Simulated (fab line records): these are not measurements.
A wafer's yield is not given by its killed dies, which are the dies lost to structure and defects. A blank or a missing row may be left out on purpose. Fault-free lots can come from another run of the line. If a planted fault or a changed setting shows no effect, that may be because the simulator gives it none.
A struck lot beside a sound one :: flow n5_finfet :: 18 steps out of a route of 1938
Sound: wafers L884.1, L884.2, L884.5. Struck: wafers L882.4, L882.5, L882.6. Last of all comes the cause.
Per side, at each step with rows, come the tool, then ch with its chambers, and then its first start. Under that, the readings that differ: sound wafers :: struck wafers :: difference of the means :: sigmas: that difference in standard deviations of wafers without a fault.
alike: a reading whose means differ by less than 2 such deviations, as well as words and numbers matching on both sides. not compared: withheld readings; readings where some wafer has no value; bounds like >300 that might hide an equal value; numbers whose values overlap and for which the record gives no deviation.
The two part at a step that has a row with sigmas, a row that says differs or no value, or rows on one side only. Non-overlapping numbers with no deviation appear without sigmas and do not part them. A reading that every wafer of one side lacks parts them only if that side has two wafers or more.

first, 9 steps without rows for these wafers: N5_PMOS_HMC_CHANNEL_EPI_HM_DEP_34 (deposits SiO2 from TEOS/O2, target thk 36 nm, time 6.9 s); N5_PMOS_HMC_CHANNEL_EPI_COAT_31 (time 60 s, resist thk 66 nm); N5_PMOS_HMC_CHANNEL_EPI_COAT_03 (resist thk 205 nm); N5_PMOS_HMC_CHANNEL_EPI_EBR_05; N5_PMOS_HMC_CHANNEL_EPI_SOFTBAKE_04 (time 60 s); N5_PMOS_HMC_CHANNEL_EPI_EXPOSE_06 (exposes mask PMOS HMC BLK, target cd 240 nm); N5_PMOS_HMC_CHANNEL_EPI_PEB_07 (peb time 60 s); N5_PMOS_HMC_CHANNEL_EPI_DEVELOP_08 (develop time 30 s); N5_PMOS_HMC_CHANNEL_EPI_DESCUM_14 (chemistry O2, time 7.9 s).
N5_PMOS_HMC_CHANNEL_EPI_ETCH_32: etches BARC in N2/H2, stops on SiO2, target depth 85.8 nm, time 50.3 s.
  sound on rie_diel-06 ch 0,1,2, day 6 18:11; struck on rie_diel-06 ch 0,1,2, day 6 05:29
  no value came back on the struck wafers for any of 7 readings (bias_w (W), chamber_pressure_mTorr (mTorr) and others); on the sound wafers bias_w (W) reads 149.9 149.4 149.9
reading: model.CAR-ArF-block_of_PMOS_HMC_CHANNEL_EPI_COAT_03.thk_nm (nm)
sound: 137.1 135.2 134.2
struck: 198.6 198.9 199.2
difference: +63.4
sigmas: 

reading: model.PMOS_HMC_CHANNEL_EPI.cd_nm (nm)
sound: 239.9 239.9 240.3
struck: 238 236.2 236
difference: -3
sigmas: 
  not compared: rf_hours_counter_h
N5_PMOS_HMC_CHANNEL_EPI_HM_OPEN_15: chemistry CHF3/O2, target SiO2, target depth 40.6 nm, time 20.3 s.
  sound on rie_diel-06 ch 0,1,2, day 6 18:14; struck on rie_diel-06 ch 0,1,2, day 6 05:32
reading: oes_product_au (a.u.)
sound: 0.82 0.71 0.75
struck: 0.26 0.28 0.32
difference: -0.47
sigmas: -5

reading: model.CAR-ArF-block_of_PMOS_HMC_CHANNEL_EPI_COAT_03.thk_nm (nm)
sound: 97.77 96.28 93.01
struck: 159.3 158 159.8
difference: +63.3
sigmas: 
  alike: O2_flow_sccm, drypump_motor_current_A, oes_o_777_au, rf_vpp_V, showerhead_plenum_p_Torr, throttle_valve_pct
  not compared: rf_hours_counter_h
then, 3 steps without rows for these wafers: N5_PMOS_HMC_CHANNEL_EPI_STRIP_33 (strips in N2/H2); N5_PMOS_HMC_CHANNEL_EPI_STRIP_17 (strips in SPM, time 750 s); N5_PMOS_HMC_CHANNEL_EPI_ETCH_38 (etches SiO2 in CF4, target depth 1.5 nm).
N5_PMOS_HMC_CHANNEL_EPI_FIN_RECESS_16: chemistry HBr/Cl2, target Si, target depth 54 nm, time 18 s.
  sound on rie_si-03 ch 0,2,3, day 6 18:49; struck on rie_si-03 ch 0,2,3, day 6 05:53
reading: model.PMOS_HMC_CHANNEL_EPI.cd_nm (nm)
sound: 239.8 239.7 240.1
struck: 238 236.2 235.9
difference: -3
sigmas: 
  alike: drypump_motor_current_A, oes_product_au, throttle_valve_pct
  not compared: rf_hours_counter_h
then, 1 step without rows for these wafers: N5_PMOS_HMC_CHANNEL_EPI_PRECLEAN_36 (cleans in O3/DIW, time 45 s).
N5_BEOL_M4_RC_MEAS_101:
  the record has rows for the sound wafers here (prober-02 ch 0, day 13 18:38) and none for the struck ones
-- record jumps: 11 days separate the struck wafers' starts on either side; left off in module BEOL_M4, taken up again in module PASSIVATION, whose first shown step is the route's number 1936 --
N5_PASSIVATION_PROBE_49:
  sound on prober-01 at day 18 06:34; struck on prober-02 at day 17 04:04
reading: defect_limited_yield (%)
sound: 92.7
struck: 0 0 0
difference: -93
sigmas: -66

reading: killed_at_front_end
sound: 34
struck: 1125 1125 1112
difference: +1087
sigmas: +99 or more

reading: killed_dies
sound: 86
struck: 1180 1180 1180
difference: +1094
sigmas: +68

reading: killed_on_rim
sound: 8
struck: 152 152 152
difference: +144
sigmas: +34

reading: sort_bin_5_function (%)
sound: 4.7
struck: 97.3 96.6 97.1
difference: +92.3
sigmas: +96

reading: sort_n_pass
sound: 1094
struck: 0 0 0
difference: -1094
sigmas: -48

reading: sort_yield_pct (%)
sound: 92.7
struck: 0 0 0
difference: -93
sigmas: -49
  alike: killed_at_M0_to_M3, killed_at_M4_up, killed_at_contacts, killed_at_other, killed_open, killed_short, sort_bin_6_memory, sort_bin_8_speed

## WHERE THEY PART
At N5_PMOS_HMC_CHANNEL_EPI_ETCH_32 first; at N5_PASSIVATION_PROBE_49 last (within this record only).

WHY: what had been put in by the simulator
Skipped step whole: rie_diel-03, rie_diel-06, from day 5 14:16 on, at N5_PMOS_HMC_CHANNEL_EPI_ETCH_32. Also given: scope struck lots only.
